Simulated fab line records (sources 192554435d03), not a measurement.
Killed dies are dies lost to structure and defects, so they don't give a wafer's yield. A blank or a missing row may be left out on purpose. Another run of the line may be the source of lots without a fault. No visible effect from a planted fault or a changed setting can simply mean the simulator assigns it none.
Matching of chambers :: flow n5-finfet :: N5_ILD0_LINER_00 on ald-sin-03: 4 sister chambers
The step material SiNx, target thk 4 nm, pulse time 1 s, purge time 2 s. 16 wafers are shown with their chamber, then 8 later ones without.

== EACH WAFER AND ITS CHAMBER ==
wafer: L077.1
chamber: 0
heater-power-w (W): 992
susceptor-temp-C (C): 399.87
chamber-pressure-Torr (Torr): 2.003

wafer: L077.2
chamber: 3
heater-power-w (W): 831
susceptor-temp-C (C): 399.94
chamber-pressure-Torr (Torr): 2.011

wafer: L077.3
chamber: 1
heater-power-w (W): 580
susceptor-temp-C (C): 400.14
chamber-pressure-Torr (Torr): 1.997

wafer: L079.1
chamber: 3
heater-power-w (W): 837
susceptor-temp-C (C): 400.14
chamber-pressure-Torr (Torr): 1.999

wafer: L079.4
chamber: 0
heater-power-w (W): 1032
susceptor-temp-C (C): 399.88
chamber-pressure-Torr (Torr): 1.995

wafer: L079.5
chamber: 1
heater-power-w (W): 591
susceptor-temp-C (C): 400.32
chamber-pressure-Torr (Torr): 1.998

wafer: L081.1
chamber: 1
heater-power-w (W): 596
susceptor-temp-C (C): 400.07
chamber-pressure-Torr (Torr): 2.000

wafer: L081.3
chamber: 2
heater-power-w (W): 684
susceptor-temp-C (C): 400.48
chamber-pressure-Torr (Torr): 2.001

wafer: L081.6
chamber: 0
heater-power-w (W): 1025
susceptor-temp-C (C): 399.97
chamber-pressure-Torr (Torr): 1.998

wafer: L082.2
chamber: 2
heater-power-w (W): 680
susceptor-temp-C (C): 400.29
chamber-pressure-Torr (Torr): 2.001

wafer: L082.3
chamber: 1
heater-power-w (W): 579
susceptor-temp-C (C): 399.98
chamber-pressure-Torr (Torr): 1.997

wafer: L082.5
chamber: 1
heater-power-w (W): 601
susceptor-temp-C (C): 400.01
chamber-pressure-Torr (Torr): 1.993

wafer: L091.2
chamber: 1
heater-power-w (W): 610
susceptor-temp-C (C): 400.33
chamber-pressure-Torr (Torr): 1.994

wafer: L091.3
chamber: 3
heater-power-w (W): 845
susceptor-temp-C (C): 400.01
chamber-pressure-Torr (Torr): 2.002

wafer: L091.6
chamber: 1
heater-power-w (W): 589
susceptor-temp-C (C): 400.29
chamber-pressure-Torr (Torr): 1.994

wafer: L093.1
chamber: 1
heater-power-w (W): 605
susceptor-temp-C (C): 399.69
chamber-pressure-Torr (Torr): 2.000

SIGNATURES, as means of the wafers listed above
reading: heater-power-w
chamber 0: 1016.33
chamber 1: 593.88
chamber 2: 682.00
chamber 3: 837.67
scatter within a chamber: 12.6

reading: susceptor-temp-C
chamber 0: 399.9067
chamber 1: 400.1037
chamber 2: 400.3850
chamber 3: 400.0300
scatter within a chamber: 0.177

reading: chamber-pressure-Torr
chamber 0: 1.99867
chamber 1: 1.99663
chamber 2: 2.00100
chamber 3: 2.00400
scatter within a chamber: 0.00368
Rule: a wafer lies at a distance from a chamber equal to the root of the sum of squares, over the readings, of (its reading less the chamber's mean, divided by the reading's scatter). If the next closest chamber is less than 2 further off than the closest, the wafer can't be placed; otherwise it belongs to the closest. The scatter is the square root of a quotient: the sum, over the shown wafers, of each reading's squared deviation from its chamber's mean, divided by wafers minus chambers.

== WAFERS WITH NO CHAMBER GIVEN ==
wafer: L093.2
heater-power-w (W): 686
susceptor-temp-C (C): 399.95
chamber-pressure-Torr (Torr): 2.003

wafer: L093.5
heater-power-w (W): 1014
susceptor-temp-C (C): 399.96
chamber-pressure-Torr (Torr): 2.001

wafer: L096.2
heater-power-w (W): 597
susceptor-temp-C (C): 399.71
chamber-pressure-Torr (Torr): 2.001

wafer: L096.5
heater-power-w (W): 687
susceptor-temp-C (C): 400.18
chamber-pressure-Torr (Torr): 2.001

wafer: L096.6
heater-power-w (W): 583
susceptor-temp-C (C): 399.87
chamber-pressure-Torr (Torr): 1.990

wafer: L097.1
heater-power-w (W): 1044
susceptor-temp-C (C): 399.91
chamber-pressure-Torr (Torr): 2.001

wafer: L097.4
heater-power-w (W): 698
susceptor-temp-C (C): 399.83
chamber-pressure-Torr (Torr): 2.005

wafer: L097.6
heater-power-w (W): 1037
susceptor-temp-C (C): 400.09
chamber-pressure-Torr (Torr): 2.007

== CHAMBER TAKEN BY EACH ==
wafer: L093.2
from the rows above: 2
in truth: 2

wafer: L093.5
from the rows above: 0
in truth: 0

wafer: L096.2
from the rows above: 1
in truth: 1

wafer: L096.5
from the rows above: 2
in truth: 2

wafer: L096.6
from the rows above: 1
in truth: 1

wafer: L097.1
from the rows above: 0
in truth: 0

wafer: L097.4
from the rows above: 2
in truth: 2

wafer: L097.6
from the rows above: 0
in truth: 0
Correctly placed: 8 of 8. Not placeable from these rows: 0. 0 placed wrongly.
